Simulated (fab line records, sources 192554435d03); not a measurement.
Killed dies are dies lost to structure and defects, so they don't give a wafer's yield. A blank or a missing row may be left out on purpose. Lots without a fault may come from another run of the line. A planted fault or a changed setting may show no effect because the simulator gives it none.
fab line records | flow n5_finfet
record lots=6 wafers=18 last_day=17
route steps=1938 shown BEOL_M12@1625 PASSIVATION@1936
lots that met no fault: from a run of the same line without faults
start_h: hours from the record's first day to the start of the lot's first wafer shown | wait_h: hours since the lot's step before | " the same as in the row above | L1.1+2: a row that stands for several wafers | - no value, or no start given | * or withheld: withheld | < > ~ a bound
route shown NAME@n: a module of which the file shows steps, and the number in the route of the first | usual: mean/standard deviation of fault-free wafers | same: alike in all rows | chamber/n: place in a boat | sites: the reading at each site | _std_site: their standard deviation | _edge_site: outer sites' mean less inner sites' | radius_mm: how far each site lies from the wafer's centre | mask NAME#n: copy n | behind: the tool/chamber that last shaped the wafer | hold: why the lot was held/for how many hours/how that ended | device: the transistor (n, p or np) that didn't switch | end of line: the same wafers' tests at the end of the route | a step without rows: its recipe alone | killed: dies lost to structure and defects at the first sort, not the wafer's yield | map: a wafer's dies, x killed, . not, _ none there
set.NAME: the setting as run; set.NAME@STEP: as run at that earlier step | model.NAME: the simulator's own value behind a step, which no gauge read
lots at some steps of the route; a table a step, a row a wafer
services: from which hour (start_h, from the record's first day; less than 0 if before it) a tool's chamber was out of use, for how many hours, and why
## steps
# step N5_BEOL_M12_COAT_22
# recipe spin_rpm=2888 resist_thk_nm=300
# step N5_BEOL_M12_EBR_24
# recipe solvent=PGMEA ebr_width_mm=1.5
# step N5_BEOL_M12_SOFTBAKE_23
# recipe temp_c=130 time_s=60
# step N5_BEOL_M12_EXPOSE_25
# recipe mask_id=M12 na=0.93 source_shape=conventional sigma_outer=0.4 polarization=unpolarized dose_mj=21.8
# step N5_BEOL_M12_PEB_26
# recipe peb_temp_c=130 peb_time_s=90
# step N5_BEOL_M12_DEVELOP_27
# recipe develop_time_s=45 rinse_liquid=diw dry=air_spin dev_temp_c=21
# step N5_BEOL_M12_HARDBAKE_32
# recipe temp_c=130 time_s=120
# step N5_BEOL_M12_CD_MEAS_28
# recipe target_cd_nm=160.2 landing_energy_ev=500 detector=se_inlens polarity=opening
# usual cd_nm=159.6/2.3
# columns lot.wafer tool chamber start_h wait_h cd_nm
L948.1 cd_sem-03 0 273.27 - 160.0
L948.2 " 0 " " 157.3
L948.6 " 0 " " 157.5
L950.1 cd_sem-03 0 278.66 - 156.8
L950.2 " 0 " " 156.3
L950.4 " 0 " " 160.5
L951.1 cd_sem-03 0 290.70 - 160.0
L951.4 " 0 " " 157.3
L951.6 " 0 " " 157.8
L955.2 cd_sem-01 0 324.09 - 160.6
L955.3 " 0 " " 164.0
L955.4 " 0 " " 163.1
L958.1 cd_sem-03 0 335.07 - 161.2
L958.2 " 0 " " 159.7
L958.3 " 0 " " 160.7
L965.1 cd_sem-02 0 365.05 - 155.9
L965.2 " 0 " " 160.7
L965.6 " 0 " " 161.4
# step N5_BEOL_M12_OVL_MEAS_29
# recipe points_per_wafer=44
# usual M12_OVL=-4/5.7
# columns lot.wafer tool chamber start_h wait_h M12_OVL[nm]
L948.1 overlay-02 0 273.30 0.0 -5
L948.2 " 0 " " 5
L948.6 " 0 " " 0
L950.1 overlay-01 0 278.69 0.0 -9
L950.2 " 0 " " 0
L950.4 " 0 " " -4
L951.1 overlay-01 0 290.73 0.0 -6
L951.4 " 0 " " -7
L951.6 " 0 " " -4
L955.2 overlay-02 0 324.12 0.0 -15
L955.3 " 0 " " -11
L955.4 " 0 " " -19
L958.1 overlay-01 0 335.10 0.0 -3
L958.2 " 0 " " 5
L958.3 " 0 " " -7
L965.1 overlay-01 0 365.08 0.0 -8
L965.2 " 0 " " 2
L965.6 " 0 " " 1
# step N5_BEOL_M12_INSPECT_30
# recipe mode=adi inspect_instrument=macro
# usual raw_defect_count=2.0/1.2
# columns lot.wafer tool chamber start_h wait_h raw_defect_count
L948.1 defect_inspect-01 - 273.32 0.0 1
L948.2 " - " " 1
L948.6 " - " " 3
L950.1 defect_inspect-01 - 278.71 0.0 3
L950.2 " - " " 1
L950.4 " - " " 2
L951.1 defect_inspect-01 - 290.76 0.0 4
L951.4 " - " " 2
L951.6 " - " " 3
L955.2 defect_inspect-02 - 324.14 0.0 1
L955.3 " - " " 3
L955.4 " - " " 3
L958.1 defect_inspect-02 - 335.13 0.0 4
L958.2 " - " " 2
L958.3 " - " " 2
L965.1 defect_inspect-01 - 365.10 0.0 1
L965.2 " - " " 4
L965.6 " - " " 4
# step N5_BEOL_M12_DESCUM_33
# recipe chemistry=O2 time_s=7.9 source_power_w=50 bias_power_w=20 pressure_mtorr=20 rf_frequency_hz=2.712e+07 temp_c=40 o2_flow_sccm=225
# usual bias_power_w=20.00/0.06 drypump_motor_current_A=5.6/0.39 oes_product_au=0.80/0.097 rf_vpp_V=242.6/1.3 showerhead_plenum_p_Torr=2.06/0.072 throttle_valve_pct=20.47/0.21
# columns lot.wafer tool chamber start_h wait_h bias_power_w drypump_motor_current_A oes_product_au rf_hours_counter_h rf_vpp_V showerhead_plenum_p_Torr throttle_valve_pct
L948.1 rie_diel-06 1 273.36 0.0 19.97 6.1 0.84 73 242.7 2.01 20.46
L948.2 " 0 " " 20.01 5.7 0.90 26 242.2 2.03 20.12
L948.6 " 0 " " 19.94 5.7 0.89 - 243.7 2.03 20.13
L950.1 rie_diel-06 1 278.74 0.0 19.95 6.2 0.85 75 241.9 2.01 20.47
L950.2 " 2 " " 20.11 5.5 0.72 214 243.4 2.07 20.76
L950.4 " 0 " " 19.94 5.7 0.90 28 243.4 2.03 20.12
L951.1 rie_diel-02 3 291.04 0.3 19.93 5.2 0.80 90 241.4 2.01 20.52
L951.4 " 0 " " 20.03 5.9 1.00 3 242.9 2.16 20.28
L951.6 " 3 " " 19.92 5.2 0.80 - 241.8 2.01 20.52
L955.2 rie_diel-04 1 324.40 0.3 20.11 5.1 0.71 208 241.6 1.97 20.72
L955.3 " 0 " " 19.99 6.1 0.95 8 243.5 2.16 20.32
L955.4 " 3 " " 19.91 5.5 0.72 172 241.7 2.02 20.61
L958.1 rie_diel-04 2 335.16 0.0 19.96 6.0 0.96 7 243.7 2.04 20.14
L958.2 " 0 " " 20.03 6.1 0.95 12 243.5 2.16 20.33
L958.3 " 1 " " 20.05 5.1 0.72 211 240.8 1.97 20.71
L965.1 rie_diel-06 0 365.14 0.0 19.93 5.7 0.85 61 242.0 2.02 20.16
L965.2 " 2 " " 20.03 5.5 0.70 245 242.2 2.06 20.81
L965.6 " 1 " " 20.03 6.2 0.81 - 241.9 2.00 20.52
# step N5_BEOL_M12_ETCH_67
# recipe chemistry=CF4 target=SiARC target_depth_a=1430 time_s=238.3 ion_energy_ev=80 pressure_mtorr=40 source_w=545 bias_w=36 Ar_flow_sccm=100 cf4_flow_sccm=100 ends=cleared
# usual drypump_motor_current_A=5.6/0.38 etch_rf_on_time_s=238/7.3 oes_product_au=0.68/0.082 rf_vpp_V=183.7/1.2 showerhead_plenum_p_Torr=2.11/0.055 throttle_valve_pct=15.64/0.27
# columns lot.wafer tool chamber start_h wait_h drypump_motor_current_A etch_rf_on_time_s oes_product_au rf_hours_counter_h rf_vpp_V showerhead_plenum_p_Torr throttle_valve_pct
L948.1 rie_diel-06 1 273.39 0.0 6.2 239 0.73 73 183.3 2.08 15.79
L948.2 " 0 " " 5.7 227 0.78 26 183.2 2.09 15.29
L948.6 " 0 " " 5.7 227 0.78 - 183.7 2.09 15.29
L950.1 rie_diel-06 1 278.78 0.0 6.2 238 0.73 75 183.6 2.08 15.81
L950.2 " 2 " " 5.5 250 0.60 214 183.2 2.11 15.90
L950.4 " 0 " " 5.7 226 0.79 28 184.0 2.09 15.29
L951.1 rie_diel-02 3 291.07 0.0 5.2 224 0.71 90 182.9 2.09 15.78
L951.4 " 0 " " 5.9 235 0.84 3 184.0 2.20 15.30
L951.6 " 3 " " 5.2 225 0.70 - 182.1 2.09 15.79
L955.2 rie_diel-04 1 324.44 0.0 5.1 239 0.61 208 182.3 2.04 16.02
L955.3 " 0 " " 6.1 236 0.82 8 185.9 2.17 15.23
L955.4 " 3 " " 5.5 229 0.64 172 184.1 2.07 15.79
L958.1 rie_diel-04 2 335.20 0.0 6.0 237 0.82 7 183.4 2.09 15.26
L958.2 " 0 " " 6.1 238 0.79 12 183.5 2.17 15.22
L958.3 " 1 " " 5.1 238 0.61 211 182.5 2.04 16.04
L965.1 rie_diel-06 0 365.17 0.0 5.7 228 0.73 61 182.2 2.08 15.35
L965.2 " 2 " " 5.5 254 0.57 245 185.1 2.10 15.96
L965.6 " 1 " " 6.1 243 0.69 - 182.1 2.07 15.86
# step N5_BEOL_M12_ETCH_68
# recipe chemistry=N2/H2 target=SOC mask_material=SiARC source_w=3000 bias_w=350 temp_c=40 time_s=285 ion_energy_ev=200 pressure_mtorr=30 n2_flow_sccm=200 h2_flow_sccm=200
# usual drypump_motor_current_A=5.6/0.39 oes_product_au=0.80/0.098 rf_vpp_V=522.7/2.3 showerhead_plenum_p_Torr=2.50/0.084 throttle_valve_pct=17.8/0.35
# columns lot.wafer tool chamber start_h wait_h drypump_motor_current_A oes_product_au rf_hours_counter_h rf_vpp_V showerhead_plenum_p_Torr throttle_valve_pct model.SiARC_of_BEOL_M12_COAT_66.thk_nm
L948.1 rie_diel-06 1 273.54 0.1 6.2 0.85 73 523.0 2.47 18.0 85.2
L948.2 " 0 " " 5.7 1.09 27 521.1 2.50 17.6 77
L948.6 " 0 " " 5.7 0.91 - 522.4 2.50 17.6 84.2
L950.1 rie_diel-06 1 278.93 0.1 6.2 0.85 75 521.7 2.47 18.0 85.8
L950.2 " 2 " " 5.5 0.84 214 523.8 2.55 18.3 79.4
L950.4 " 0 " " 5.7 0.91 28 521.3 2.50 17.6 85.2
L951.1 rie_diel-02 3 291.22 0.1 5.2 0.80 91 521.4 2.49 18.1 86.2
L951.4 " 0 " " 5.9 0.99 3 525.3 2.60 17.4 84.6
L951.6 " 3 " " 5.2 0.81 - 520.7 2.49 18.1 85.4
L955.2 rie_diel-04 1 324.58 0.1 5.1 0.71 208 520.9 2.43 18.4 85.6
L955.3 " 0 " " 6.1 0.94 8 525.3 2.61 17.5 85.8
L955.4 " 3 " " 5.5 0.72 172 521.6 2.39 17.5 86.4
L958.1 rie_diel-04 2 335.34 0.1 6.0 0.95 7 522.7 2.48 17.3 85.4
L958.2 " 0 " " 6.1 0.93 12 525.4 2.61 17.5 85.6
L958.3 " 1 " " 5.1 0.71 211 519.1 2.43 18.4 85.4
L965.1 rie_diel-06 0 365.32 0.1 5.7 0.86 61 521.5 2.49 17.7 84.8
L965.2 " 2 " " 5.5 0.68 245 522.6 2.53 18.4 86.4
L965.6 " 1 " " 6.2 0.82 - 519.5 2.46 18.0 85.4
# step N5_BEOL_M12_STRIP_69
# recipe chemistry=N2/H2 temp_c=40 n2_flow_sccm=200 h2_flow_sccm=200 rf_frequency_hz=6e+07
# step N5_PASSIVATION_PROBE_49
# usual defect_limited_yield=91.3/1.5 killed_at_M0_to_M3=35/8.7 killed_at_M4_up=14/5.5 killed_at_contacts=11/5.6 killed_at_front_end=39/13 killed_at_other=3.7/2.2 killed_dies=103/18 killed_open=69/14 killed_short=33/7.8 sort_bin_5_function=5.1/0.99 sort_bin_6_memory=3.3/0.67 sort_bin_8_speed=0.02/0.17 sort_n_pass=1077/18 sort_yield_pct=91.2/1.5
# same gross_dies=1180 killed_at_back_side=0 sort_bin_4_leakage[%]=0
# columns lot.wafer tool chamber start_h wait_h defect_limited_yield[%] killed_at_M0_to_M3 killed_at_M4_up killed_at_contacts killed_at_front_end killed_at_other killed_dies killed_open killed_short sort_bin_5_function[%] sort_bin_6_memory[%] sort_bin_8_speed[%] sort_n_pass sort_yield_pct[%]
L948.2 prober-02 - 313.90 0.1 93.6 32 15 4 14 10 75 43 31 3.7 2.5 0 1105 93.6
L951.4 prober-01 - 325.78 0.2 91.9 27 16 6 45 2 96 55 41 4.9 3.1 0 1084 91.9
L955.2 prober-02 - 359.63 0.1 90.8 30 19 18 37 5 109 65 44 6.1 2.9 0 1071 90.8
L955.3 prober-02 - 359.68 0.1 91.0 36 12 16 41 1 106 65 41 4.7 4.0 0 1074 91.0
L955.4 prober-02 - 359.73 0.2 89.5 48 28 14 30 4 124 84 40 6.1 4.3 0 1056 89.5
# killed by level:class
L948.2 BEOL_M2:geometric_particle:open=9 BEOL_M3:geometric_particle:short=6 BEOL_M4:geometric_particle:open=5 BEOL_M0_SAQP:geometric_particle:short=4 BEOL_M1:geometric_particle:open=4 BEOL_M1:geometric_particle:short=4 MIM_BOT:geometric_particle:short=4 FIN_SAQP:geometric_particle:short=3
L951.4 BEOL_M4:geometric_particle:open=9 STARTING-WAFER:geometric_particle:short=8 FIN_SAQP:geometric_particle:short=7 STI_FIN_REVEAL:geometric_particle:open=7 BEOL_M3:geometric_particle:open=6 FIN_SAQP:geometric_particle:open=5 MOL_CONTACT_COAG:geometric_particle:open=5 BEOL_M1:geometric_particle:open=5
L955.2 MOL_CONTACT_COAG:geometric_particle:open=13 BEOL_M0_SAQP:geometric_particle:short=11 BEOL_M4:geometric_particle:open=10 FIN_SAQP:geometric_particle:short=9 FIN_SAQP:geometric_particle:open=7 BEOL_M0_SAQP:geometric_particle:open=7 DUMMY_GATE:geometric_particle:open=5 MOL_CONTACT_COAG:geometric_particle:short=5
L955.3 FIN_SAQP:geometric_particle:short=12 MOL_CONTACT_COAG:geometric_particle:open=12 FIN_SAQP:geometric_particle:open=11 BEOL_M0_SAQP:geometric_particle:short=11 BEOL_M0_SAQP:geometric_particle:open=9 BEOL_M3:geometric_particle:open=7 BEOL_M4:geometric_particle:open=6 MOL_CONTACT_COAG:geometric_particle:short=4
L955.4 BEOL_M4:geometric_particle:open=18 MOL_CONTACT_COAG:geometric_particle:open=14 BEOL_M3:geometric_particle:open=9 BEOL_M0_SAQP:geometric_particle:open=8 BEOL_M0_SAQP:geometric_particle:short=8 FIN_SAQP:geometric_particle:short=7 FIN_SAQP:geometric_particle:open=7 BEOL_M1:geometric_particle:open=7
## services
# columns tool chamber start_h hours kind
rie_diel-04 3 275.02 10.0 repair
rie_diel-06 3 280.34 5.1 repair
rie_diel-04 0 285.05 - clean
rie_diel-04 0 285.05 - consumable_replace:focus_ring
rie_diel-04 0 285.05 18.8 scheduled_down
rie_diel-04 0 285.05 18.8 vent_cycle
rie_diel-04 2 304.11 - clean
rie_diel-04 2 304.11 - consumable_replace:focus_ring
rie_diel-04 2 304.11 12.8 scheduled_down
rie_diel-04 2 304.11 12.8 vent_cycle
rie_diel-02 1 317.81 - clean
rie_diel-02 1 317.81 - consumable_replace:focus_ring
rie_diel-02 1 317.81 - consumable_replace:showerhead
rie_diel-02 1 317.81 17.8 scheduled_down
rie_diel-02 1 317.81 17.8 vent_cycle
rie_diel-04 2 361.65 6.5 repair
## key
first_sign none at tools or gauges
model_effect step=N5_BEOL_M12_ETCH_68 value=SiARC_of_BEOL_M12_COAT_66.thk_nm without=85.6 struck=78.2
met_at N5_BEOL_M12_ETCH_68
struck_wafers L948.2,L950.2
fault kind=process_parameter_drift tool=rie_diel-06 chamber=- onset_h=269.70 steps=N5_BEOL_M12_ETCH_68 channel=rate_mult offset=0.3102 shape=step end_h=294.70 scope=struck_wafers_only
